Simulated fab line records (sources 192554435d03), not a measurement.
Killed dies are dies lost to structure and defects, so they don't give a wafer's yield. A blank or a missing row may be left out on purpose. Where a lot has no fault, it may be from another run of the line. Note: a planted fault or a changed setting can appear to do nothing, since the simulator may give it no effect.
Chamber matching	flow n5-finfet	rie-diel-03 running N5_BEOL_M9_STRIP_67: 4 sister chambers
The step strips in CF4. 22 wafers are shown with their chamber, then 11 later ones without.

EACH WAFER AND ITS CHAMBER
wafer	chamber	drypump-motor-current-A (A)	throttle-valve-pct (%)	showerhead-plenum-p-Torr (Torr)
L077.1	3	5.6	13.82	1.80
L077.4	2	6.1	13.99	1.86
L077.5	3	5.6	13.80	1.80
L075.2	0	5.9	13.58	1.81
L075.5	0	5.9	13.59	1.81
L075.6	1	6.1	13.62	1.78
L076.1	1	6.1	13.64	1.78
L076.2	3	5.7	13.81	1.80
L076.4	0	5.9	13.59	1.81
L079.1	0	5.9	13.61	1.81
L079.3	1	6.1	13.65	1.78
L079.4	3	5.7	13.82	1.80
L080.2	3	5.7	13.82	1.80
L080.5	1	6.1	13.68	1.78
L080.6	0	5.9	13.61	1.80
L085.2	2	6.1	13.99	1.85
L085.3	1	6.1	13.67	1.78
L085.4	0	5.9	13.63	1.80
L089.1	3	5.6	13.83	1.79
L089.4	0	5.9	13.64	1.80
L089.5	2	6.1	14.03	1.85
L088.1	1	6.1	13.68	1.78

SIGNATURES, as means of the wafers listed above
reading	chamber 0	chamber 1	chamber 2	chamber 3	scatter within a chamber
drypump-motor-current-A	5.900	6.100	6.100	5.650	0.0289
throttle-valve-pct	13.6071	13.6567	14.0033	13.8167	0.0204
showerhead-plenum-p-Torr	1.8057	1.7800	1.8533	1.7983	0.00423
Rule: for each reading, subtract the chamber's mean from the wafer's reading, divide by that reading's scatter and square the result; add these up over the readings and take the root, which gives the wafer's distance from the chamber. If the next closest chamber is less than 2 further off than the closest, the wafer can't be placed; otherwise it belongs to the closest. The scatter: the root of (the sum of the squares of (reading less its chamber's mean) over the shown wafers, divided by (wafers less chambers)).

WAFERS WHOSE CHAMBER IS MISSING
wafer	drypump-motor-current-A (A)	throttle-valve-pct (%)	showerhead-plenum-p-Torr (Torr)
L088.2	5.9	13.65	1.80
L088.5	6.1	13.69	1.78
L090.2	5.9	13.66	1.80
L090.3	5.6	13.88	1.79
L090.5	5.9	13.66	1.80
L093.3	5.9	13.66	1.80
L093.5	6.1	13.72	1.77
L093.6	6.1	13.47	1.85
L095.1	6.1	13.48	1.85
L095.4	6.1	13.73	1.77
L095.6	6.1	13.49	1.85

EACH ONE'S CHAMBER
wafer	from the rows above	in truth
L088.2	0	0
L088.5	1	1
L090.2	0	0
L090.3	3	3
L090.5	0	0
L093.3	0	0
L093.5	1	1
L093.6	0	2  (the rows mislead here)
L095.1	0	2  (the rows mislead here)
L095.4	1	1
L095.6	0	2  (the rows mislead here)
8 of 11 placed correctly. Can't be placed from these rows: 0. 3 placed wrongly.
